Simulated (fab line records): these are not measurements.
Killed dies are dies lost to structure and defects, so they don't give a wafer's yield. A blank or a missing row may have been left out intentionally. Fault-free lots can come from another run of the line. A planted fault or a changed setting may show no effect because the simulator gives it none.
What tool caused it?    flow n5Finfet    Sampling: 8 lots, 24 wafers, 5 of 1938 route steps

== WHAT THE GAUGES READ, wafer by wafer ==
N5_BEOL_M4_RC_MEAS_101.
lot   measured      on         DIBL_N (mV/V)
L758  day 8 18:49   prober-02  34.2 36.3 33.9
L764  day 10 04:10  prober-02  35.8 37.9 38.2
L769  day 11 04:11  prober-02  34.7 35.0 34.6
L770  day 12 01:01  prober-01  37.8 36.3 36.0
L775  day 13 13:07  prober-02  35.4 36.8 38.6
L776  day 13 06:37  prober-02  31.8 32.8 35.6
L777  day 13 15:26  prober-02  34.6 35.0 37.1
L778  day 13 14:01  prober-01  37.1 37.2 38.8

== WHICH TOOL RAN EACH LOT (tool, then ch and the chambers of the sampled wafers, then the start) ==
lot   N5_BEOL_M2_ETCH_74                 N5_BEOL_M2_ETCH_69                 N5_BEOL_M2_ALD_98                 N5_BEOL_M2_ETCH_41
L758  rieDiel-03 ch 0,1,2, day 7 10:49   rieDiel-03 ch 1,2,3, day 7 11:43   aldSin-04 ch 0,2,3, day 7 11:47   rieDiel-04 ch 0,2,3, day 8 18:49 or earlier
L764  rieDiel-04 ch 0,1, day 8 15:55     rieDiel-03 ch 0,1,3, day 8 16:55   aldSin-03 ch 0,1,2, day 8 17:00   rieDiel-04 ch 0,1, day 10 04:10 or earlier
L769  rieDiel-04 ch 1,3, day 10 03:49    rieDiel-03 ch 0,3, day 10 04:55    aldSin-03 ch 0,1,3, day 10 05:00  rieDiel-06 ch 0,1, day 11 04:11 or earlier
L770  rieDiel-03 ch 0,2,3, day 10 08:56  rieDiel-03 ch 1,2,3, day 10 09:53  aldSin-03 ch 0,2, day 10 09:58    rieDiel-04 ch 0,2,3, day 12 01:01 or earlier
L775  rieDiel-04 ch 1,2, day 12 00:22    rieDiel-04 ch 1,2,3, day 12 01:19  aldSin-03 ch 0,1,3, day 12 01:53  rieDiel-03 ch 0,3, day 13 13:07 or earlier
L776  rieDiel-04 ch 0,1, day 12 00:40    rieDiel-06 ch 0,3, day 12 01:37    aldSin-03 ch 0,1,2, day 12 01:59  rieDiel-04 ch 2,3, day 13 06:37 or earlier
L777  rieDiel-03 ch 0,2, day 12 01:16    rieDiel-04 ch 0,2, day 12 02:17    aldSin-03 ch 2,3, day 12 02:22    rieDiel-03 ch 1,2,3, day 13 15:26 or earlier
L778  rieDiel-04 ch 0,1,3, day 12 09:43  rieDiel-06 ch 0,1, day 12 10:37    aldSin-04 ch 0,2,3, day 12 10:57  rieDiel-04 ch 0,1,2, day 13 14:01 or earlier
- N5_BEOL_M2_ETCH_74: etches underlayer in N2/H2, target depth 6.5 nm, time 5.2 s.
- N5_BEOL_M2_ETCH_69: etches SiARC in CF4, target depth 15.6 nm, time 26 s.
- N5_BEOL_M2_ALD_98: deposits SiO2, target thk 2.5 nm, pulse time 1 s, co reactant pulse time 1 s.
- N5_BEOL_M2_ETCH_41: etches SiCN in CH3F/O2, target depth 29.9 nm, time 52.5 s.

== THE ANSWER, worked out from the rows above alone ==
Rule: the usual values come from the lots themselves. Put in order of their means at a reading, lots are off if they are a third of the lots or fewer, leave a main group of 4 or more, and stand apart from it by a gap of 3 or more times the standard deviation of the main group's means; of several such gaps the widest counts. A main group whose means are all the same, to the digits that the tables above print for the reading, isn't used. Also off: a lot with no number at a reading for which 4 or more lots have one. All remaining lots with rows at the step are treated as sound.
No lot is off on any of the readings shown, so nothing can be concluded from this.

== WHAT THE SIMULATOR HAD INSERTED ==
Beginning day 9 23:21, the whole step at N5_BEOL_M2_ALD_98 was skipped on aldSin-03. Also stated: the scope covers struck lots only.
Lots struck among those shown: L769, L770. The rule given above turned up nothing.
